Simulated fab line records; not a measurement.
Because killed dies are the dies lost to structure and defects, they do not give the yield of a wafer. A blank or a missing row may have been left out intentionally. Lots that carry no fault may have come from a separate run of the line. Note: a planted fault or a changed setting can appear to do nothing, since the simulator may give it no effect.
A lot that was struck, set against a sound lot	flow nand_harc	18 out of 1159 route steps
Sound: the wafers L972.2, L972.4, L972.6. Wafers L974.2, L974.3, L974.5 were the ones struck. The cause is given at the end.
Each step with rows lists, per side, the tool, then ch with its chambers, then its first start. Under that, the readings that differ: sound wafers	struck wafers	difference of the means	sigmas: that difference in standard deviations of wafers without a fault.
alike: readings whose means differ by less than 2 such deviations, and words and numbers that are the same on both sides. not compared: withheld readings, readings that some wafer has no value for, bounds like >300 that may hide the same value, and numbers for which the record gives no deviation and whose values overlap.
Wherever a step has rows on one side only, a row that says differs or no value, or a row with sigmas, the two part there. Numbers that don't overlap but have no deviation are shown without sigmas and don't part them. A reading that every wafer of one side lacks parts them only if that side has two wafers or more.

first, 1 step without rows for these wafers: NHARC_P_M0_SRD_25.
NHARC_P_M0_INSPECT_27:
  sound on defect_inspect-02, day 7 16:16; struck on defect_inspect-02, day 8 02:19
  alike: raw_defect_count
NHARC_P_M0_PRE_CLEAN_31: time 12 s.
  sound on pecvd-01 ch 0,2, day 7 16:20; struck on pecvd-01 ch 0,1, day 8 02:23
  alike: heater_power_w
  not compared: since_wet_clean_h
NHARC_P_M0_DEP_32: deposits SiCN, target thk 30 nm.
  sound on pecvd-01 ch 0,2, day 7 16:25; struck on pecvd-01 ch 0,1, day 8 02:28
  alike: heater_power_w
  not compared: since_wet_clean_h
then, 7 steps without rows for these wafers: NHARC_P_M1_DEP_00 (deposits SiOC, target thk 182.5 nm); NHARC_P_M1_DEHYDRATE_01 (time 120 s); NHARC_P_M1_HMDS_02 (time 30 s); NHARC_P_M1_COAT_34 (time 65 s); NHARC_P_M1_COAT_03 (resist thk 90 nm); NHARC_P_M1_SOFTBAKE_04 (time 55 s); NHARC_P_M1_EBR_05.
NHARC_P_M1_EXPOSE_06: exposes mask P M1, target cd 130 nm.
  sound on arfi_scanner-01 ch 0, day 7 17:24; struck on arfi_scanner-01 ch 0, day 8 03:34
reading	sound	struck	difference	sigmas
model.P_M1.overlay_x_nm (nm)	0.3621 0.3621 0.3621	3.686 3.686 3.686	+3.324	
  alike: mask
then, 2 steps without rows for these wafers: NHARC_P_M1_PEB_07 (peb time 65 s); NHARC_P_M1_DEVELOP_08 (develop time 35 s).
NHARC_P_M1_CD_MEAS_09: target cd 130 nm.
  sound on cd_sem-01 ch 0, day 7 17:32; struck on cd_sem-02 ch 0, day 8 03:43
  alike: cd_nm
NHARC_P_M1_OVL_MEAS_10: pitch 260 nm.
  sound on overlay-01, day 7 17:37; struck on overlay-01, day 8 03:47
reading	sound	struck	difference	sigmas
overlay_x_nm (nm)	0.1 0.5 0.3	3.5 4.0 3.2	+3.3	+4
  alike: overlay_y_nm
NHARC_P_M1_INSPECT_11:
  sound on defect_inspect-02, day 7 17:40; struck on defect_inspect-02, day 8 03:50
  alike: raw_defect_count
-- the record jumps here: 13 days lie between the struck wafers' starts before and after (it left off in module P_M1 and takes up again in module END, whose first step shown is number 1159 of the route) --
NHARC_END_SORT_01:
  only the struck wafers appear in the record here, on prober-01 ch 0 at day 21 10:15; the sound ones have no rows

## WHERE THEY PART
First at NHARC_P_M1_OVL_MEAS_10; last, within this record, at NHARC_END_SORT_01.

WHY: what had been put in by the simulator
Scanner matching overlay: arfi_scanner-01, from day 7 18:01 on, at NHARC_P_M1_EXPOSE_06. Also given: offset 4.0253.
